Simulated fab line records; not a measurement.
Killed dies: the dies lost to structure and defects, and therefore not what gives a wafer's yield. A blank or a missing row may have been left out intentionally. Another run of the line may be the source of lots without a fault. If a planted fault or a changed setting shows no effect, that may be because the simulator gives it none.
Comparing a struck lot with a sound one | flow n5-finfet | 16 out of 1938 route steps
Sound: the wafers L537.1, L537.2, L537.4. Struck: wafers L523.3, L523.4, L523.5. The cause comes at the end.
Each step with rows lists, per side, the tool, then ch with its chambers, then its first start. Under that, the readings that differ: sound wafers | struck wafers | difference of the means | sigmas: that difference in standard deviations of wafers without a fault.
alike: words and numbers the same on both sides, and readings whose means are apart by under 2 such deviations; not compared: readings that were withheld, readings missing a value for some wafer, numbers with overlapping values and no deviation given by the record, and bounds like >300 which may hide the same value.
A row with sigmas, a row that says differs or no value, or rows on one side alone: a step with any of these is where the two part. When numbers do not overlap yet have no deviation, they are printed without sigmas and do not part them. A reading that every wafer of one side lacks parts them only if that side has two wafers or more.

N5_BEOL_M2_CD_MEAS_35: target cd 18 nm, target cd y 22.2 nm.
  sound: cd-sem-02 at day 12 23:11; struck: cd-sem-01 at day 13 09:03
  alike: cd-nm
N5_BEOL_M2_DEGAS_44: time 60 s.
  sound: pvd-sputter-02 at day 12 23:29; struck: pvd-sputter-03 at day 13 09:22
  alike: heater-power-w
N5_BEOL_M2_PRE_CLEAN_45: time 30 s.
  sound: pvd-sputter-02 at day 12 23:32; struck: pvd-sputter-03 at day 13 09:25
  alike: heater-power-w
N5_BEOL_M2_ALD_84: deposits TaN, pulse time 2 s, purge time 3 s, co reactant purge time 2 s.
  sound on ald-metal-01 ch 0,1,2, day 12 23:35; struck on ald-metal-02 ch 0,2,3, day 13 09:42
  alike: heater-power-w
  not compared: since-wet-clean-h
then, 2 steps without rows for these wafers: N5_BEOL_M2_SURFACE_TREAT_85; N5_BEOL_M2_CVD_47 (deposits Co from CCTBA/H2, target thk 3 nm, time 223.8 s).
N5_BEOL_M2_SPUTTER_48: material Cu, target thk 4.5 nm, time 8.29 s.
  sound: pvd-sputter-02 at day 13 00:10; struck: pvd-sputter-01 at day 13 10:13
  alike: chamber-pressure-pa, chuck-gas-flow-sccm, chuck-sensor-temp-C, throttle-valve-pct
then, 1 step without rows for these wafers: N5_BEOL_M2_ANNEAL_49 (time 240 s).
N5_BEOL_M2_SPUTTER_79: material Cu, target thk 4.5 nm, time 8.29 s.
  sound: pvd-sputter-02 at day 13 00:23; struck: pvd-sputter-01 at day 13 10:26
  alike: chamber-pressure-pa, chuck-gas-flow-sccm, chuck-sensor-temp-C, throttle-valve-pct
then, 3 steps without rows for these wafers: N5_BEOL_M2_ANNEAL_80 (time 240 s); N5_BEOL_M2_SPUTTER_81 (material Cu, target thk 4.5 nm, time 8.29 s); N5_BEOL_M2_ANNEAL_82 (time 240 s).
N5_BEOL_M2_SPUTTER_86: material Cu, target thk 4.5 nm, time 8.29 s.
  sound: pvd-sputter-02 at day 13 00:50; struck: pvd-sputter-01 at day 13 10:53
  no value came back on the struck wafers for chamber-pressure-pa (Pa), chuck-gas-flow-sccm (sccm), chuck-sensor-temp-C (C), throttle-valve-pct (%); on the sound wafers chamber-pressure-pa (Pa) reads 0.07 0.07017 0.07008
then, 1 step without rows for these wafers: N5_BEOL_M2_ANNEAL_87 (time 240 s).
-- record jumps: 2 days separate the struck wafers' starts on either side; left off in module BEOL_M2, taken up again in module BEOL_M4, whose first shown step is the route's number 1111 --
N5_BEOL_M4_RC_MEAS_101:
  sound on prober-01 ch 0, day 14 15:13; struck on prober-02 ch 0, day 15 11:36
  alike: DIBL_N, DIBL_P, IOFF_N, IOFF_P, ION_N, ION_P, SS_N, SS_P, VT_N, VT_P
-- record jumps: 5 days separate the struck wafers' starts on either side; left off in module BEOL_M4, taken up again in module PASSIVATION, whose first shown step is the route's number 1936 --
N5_PASSIVATION_PROBE_49:
  sound: prober-02 at day 19 03:13; struck: prober-01 at day 20 11:04
  alike: defect-limited-yield, killed_at_M0_to_M3, killed_at_M4_up, killed-at-contacts, killed-at-front-end, killed-at-other, killed-dies, killed-open, killed-short, sort_bin_5_function, sort_bin_6_memory, sort-n-pass, sort-yield-pct

WHERE THEY PART
At N5_BEOL_M2_SPUTTER_86 and nowhere else, as far as this record goes. Later steps at which nothing parts them and some readings are alike: N5_BEOL_M4_RC_MEAS_101, N5_PASSIVATION_PROBE_49.

WHY: the cause the simulator had injected
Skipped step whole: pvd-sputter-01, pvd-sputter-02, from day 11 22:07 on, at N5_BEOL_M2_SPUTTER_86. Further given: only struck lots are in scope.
